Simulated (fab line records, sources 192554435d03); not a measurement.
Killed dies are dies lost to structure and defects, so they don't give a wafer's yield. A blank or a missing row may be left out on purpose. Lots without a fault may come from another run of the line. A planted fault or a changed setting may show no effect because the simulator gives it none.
Split-lot experiment | flow n5_finfet | 7 lots, 39 wafers read, on a route of 1938 steps

THE SPLIT
At N5_BEOL_M7_ILD_DEP_00 (deposits SiCOH lowk from DEMS/porogen, target thk 179.75 nm, time 33.4 s), the setting target_thk_a was moved away from the recipe's 1797.5 angstrom on 15 of the 39 wafers read, by -59.6% to +32.7%. The other wafers ran this setting at the recipe's value.

FROM THE SPLIT TO THE READING: what the file shows between them, 1 step
- N5_BEOL_M7_CURE_74: cures SiCOH lowk, time 240 s

THE READING
M7_ILD_THK, in nm, at N5_BEOL_M7_THK_MEAS_01. Fault-free wafers of this fab line usually give 154.4 nm, standard deviation 2.1 nm.

wafer  | tool, chamber at the split | target_thk_a as run, angstrom | against the recipe | M7_ILD_THK, nm | against lot-mates on the recipe
L075.1 | pecvd-04, 1                | 1797.5                        | recipe             | 156.8          | -
L075.2 | pecvd-04, 2                | 1089                          | -39.4%             | 97.5           | -59.4
L075.3 | pecvd-04, 0                | 1797.5                        | recipe             | 155.3          | -
L075.4 | pecvd-04, 1                | 1089                          | -39.4%             | 95.7           | -61.2
L075.5 | pecvd-04, 0                | 1797.5                        | recipe             | 158.6          | -
L075.6 | pecvd-04, 2                | 1089                          | -39.4%             | 96.1           | -60.8
L077.1 | pecvd-01, 2                | 1797.5                        | recipe             | 153.7          | -
L077.2 | pecvd-01, 1                | 971.9                         | -45.9%             | 80.4           | -74.0
L077.3 | pecvd-01, 0                | 971.9                         | -45.9%             | 81.9           | -72.5
L077.4 | pecvd-01, 2                | 971.9                         | -45.9%             | 84.9           | -69.5
L077.5 | pecvd-01, 1                | 1797.5                        | recipe             | 153.6          | -
L077.6 | pecvd-01, 0                | 1797.5                        | recipe             | 156.0          | -
L080.1 | pecvd-04, 2                | 1797.5                        | recipe             | 154.6          | -
L080.2 | pecvd-04, 0                | 1797.5                        | recipe             | 153.9          | -
L080.3 | pecvd-04, 1                | 1797.5                        | recipe             | 154.1          | -
L080.4 | pecvd-04, 0                | 1797.5                        | recipe             | 155.2          | -
L080.5 | pecvd-04, 1                | 1797.5                        | recipe             | 157.3          | -
L080.6 | pecvd-04, 2                | 1797.5                        | recipe             | 157.6          | -
L083.2 | pecvd-02, 0                | 1797.5                        | recipe             | 152.0          | -
L083.4 | pecvd-02, 0                | 1797.5                        | recipe             | 154.8          | -
L083.6 | pecvd-02, 1                | 1797.5                        | recipe             | 155.6          | -
L085.1 | pecvd-04, 2                | 2386                          | +32.7%             | 205.4          | +51.2
L085.2 | pecvd-04, 1                | 1797.5                        | recipe             | 153.7          | -
L085.3 | pecvd-04, 0                | 1797.5                        | recipe             | 150.5          | -
L085.4 | pecvd-04, 1                | 1797.5                        | recipe             | 158.3          | -
L085.5 | pecvd-04, 0                | 2386                          | +32.7%             | 207.0          | +52.8
L085.6 | pecvd-04, 2                | 2386                          | +32.7%             | 208.1          | +53.9
L087.1 | pecvd-01, 0                | 1797.5                        | recipe             | 154.0          | -
L087.2 | pecvd-01, 1                | 725.3                         | -59.6%             | 58.9           | -96.0
L087.3 | pecvd-01, 2                | 1797.5                        | recipe             | 154.8          | -
L087.4 | pecvd-01, 2                | 725.3                         | -59.6%             | 61.2           | -93.7
L087.5 | pecvd-01, 1                | 725.3                         | -59.6%             | 60.0           | -94.9
L087.6 | pecvd-01, 0                | 1797.5                        | recipe             | 155.9          | -
L094.1 | pecvd-01, 2                | 866.9                         | -51.8%             | 73.2           | -81.6
L094.2 | pecvd-01, 0                | 866.9                         | -51.8%             | 73.8           | -81.0
L094.3 | pecvd-01, 1                | 1797.5                        | recipe             | 152.7          | -
L094.4 | pecvd-01, 1                | 1797.5                        | recipe             | 154.9          | -
L094.5 | pecvd-01, 0                | 866.9                         | -51.8%             | 74.2           | -80.6
L094.6 | pecvd-01, 2                | 1797.5                        | recipe             | 156.7          | -

THE FIT
A straight line over all 39 wafers: M7_ILD_THK changes by +1.57 nm for each +1% of target_thk_a; r = +1.00; the points scatter about the line by 2 nm.
The same after taking each lot's own level away (the mean of its wafers on the recipe; 39 wafers): +1.58 nm for each +1%; r = +1.00; scatter 1.7 nm.
On that fit, the largest move of target_thk_a shifts the reading by 94 nm.
The lots' own levels span 154.13 to 156.90 nm, that is 1.3 times the standard deviation above.
So the lot-to-lot level changes the slope little: the two slopes agree.
Check: with one of the wafers moved furthest among these (-59.6%) left out of the fit, the line predicts -93.6 nm for it against its lot-mates. It came out at -96 nm against them.

OTHER SPLITS ON THESE WAFERS
These wafers also went through other splits before the reading. Each is held against what the fit with the lots' levels taken away leaves over:
other split on the same wafers          | wafers away from the commonest value | r with M7_ILD_THK (lot level and that fit taken away)
N5_FIN_SAQP_SPACER2_ALD_28 target_thk_a | 15                                   | +0.04
N5_GATE_CUT_ALD_22 ald_cycles           | 12                                   | -0.23
N5_BEOL_M0_SAQP_HM_DEP_02 target_thk_a  | 15                                   | +0.16

THE WHOLE CHAIN: every reading that the file lists as answering this split, in the file's order
step                   | what it does                                                             | reading                                                                                  | change (the file's fit)              | r (the file's)
N5_BEOL_M7_ILD_DEP_00  | deposits SiCOH lowk from DEMS/porogen, target thk 179.75 nm, time 33.4 s | SiCOH_lowk_of_BEOL_M7_ILD_DEP_00.thk_nm (the simulator's own value, which no gauge read) | +1.81 nm for each +1% of the setting | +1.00
N5_BEOL_M7_CURE_74     | cures SiCOH lowk, time 240 s                                             | SiCOH_lowk_of_BEOL_M7_ILD_DEP_00.thk_nm (the simulator's own value, which no gauge read) | +1.57 nm for each +1% of the setting | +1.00
N5_BEOL_M7_THK_MEAS_01 |                                                                          | M7_ILD_THK                                                                               | +1.57 for each +1% of the setting    | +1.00

THE FILE'S OWN FIT
M7_ILD_THK changes by +1.57 nm for each +1% of target_thk_a, r = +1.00.
